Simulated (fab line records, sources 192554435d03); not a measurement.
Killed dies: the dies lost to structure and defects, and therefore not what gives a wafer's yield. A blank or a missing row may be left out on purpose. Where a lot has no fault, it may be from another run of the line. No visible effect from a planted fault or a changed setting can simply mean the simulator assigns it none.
Chamber matching ; flow n5_finfet ; N5_BEOL_M0_SAQP_DESCUM_19 on rie_diel-05 has 4 sister chambers
The step chemistry O2, time 7.9 s. 20 wafers are shown with their chamber, then 10 later ones without.

## WAFERS PAIRED WITH THEIR CHAMBERS
wafer;chamber;showerhead_plenum_p_Torr (Torr);throttle_valve_pct (%);drypump_motor_current_A (A)
L078.1;2;2.22;20.33;5.4
L078.4;0;2.05;20.64;6.3
L078.5;3;2.07;20.31;5.3
L080.2;0;2.05;20.64;6.3
L080.5;1;2.22;20.20;5.3
L080.6;0;2.05;20.65;6.3
L083.2;1;2.22;20.20;5.3
L083.5;2;2.22;20.35;5.4
L083.6;1;2.22;20.20;5.3
L085.2;3;2.06;20.30;5.3
L085.5;2;2.22;20.35;5.5
L085.6;3;2.06;20.31;5.3
L086.3;2;2.22;20.34;5.4
L086.4;1;2.21;20.21;5.3
L086.5;3;2.06;20.33;5.3
L087.1;0;2.04;20.64;6.3
L087.4;3;2.06;20.30;5.4
L087.5;0;2.04;20.66;6.3
L088.2;1;2.21;20.20;5.3
L088.3;0;2.04;20.65;6.3

SIGNATURES (averages over the wafers above)
reading;chamber 0;chamber 1;chamber 2;chamber 3;scatter within a chamber
showerhead_plenum_p_Torr;2.0450;2.2160;2.2200;2.0620;0.00468
throttle_valve_pct;20.6467;20.2020;20.3425;20.3100;0.00897
drypump_motor_current_A;6.300;5.300;5.425;5.320;0.0311
Rule: a wafer lies at a distance from a chamber equal to the root of the sum of squares, over the readings, of (its reading less the chamber's mean, divided by the reading's scatter). If the next closest chamber is less than 2 further off than the closest, the wafer can't be placed; otherwise it belongs to the closest. How the scatter is found: for the shown wafers, subtract from each reading the mean of its chamber, square and add these, divide the total by (wafers less chambers), then take the root.

## WAFERS WITH NO CHAMBER GIVEN
wafer;showerhead_plenum_p_Torr (Torr);throttle_valve_pct (%);drypump_motor_current_A (A)
L088.5;2.21;20.22;5.3
L090.1;2.21;20.23;5.3
L090.2;2.06;20.34;5.4
L090.3;2.04;20.66;6.3
L095.1;2.21;20.38;5.4
L095.2;2.04;20.69;6.4
L095.3;2.06;20.34;5.3
L096.1;2.21;20.38;5.4
L096.3;2.21;20.23;5.3
L096.4;2.04;20.66;6.3

## THE CHAMBER EACH PASSED THROUGH
wafer;from the rows above;in truth
L088.5;1;1
L090.1;1;1
L090.2;3;3
L090.3;0;0
L095.1;2;2
L095.2;0;0
L095.3;3;3
L096.1;2;2
L096.3;1;1
L096.4;0;0
Placed correctly: 10 of 10. Not placeable from these rows: 0. Number placed wrongly: 0.
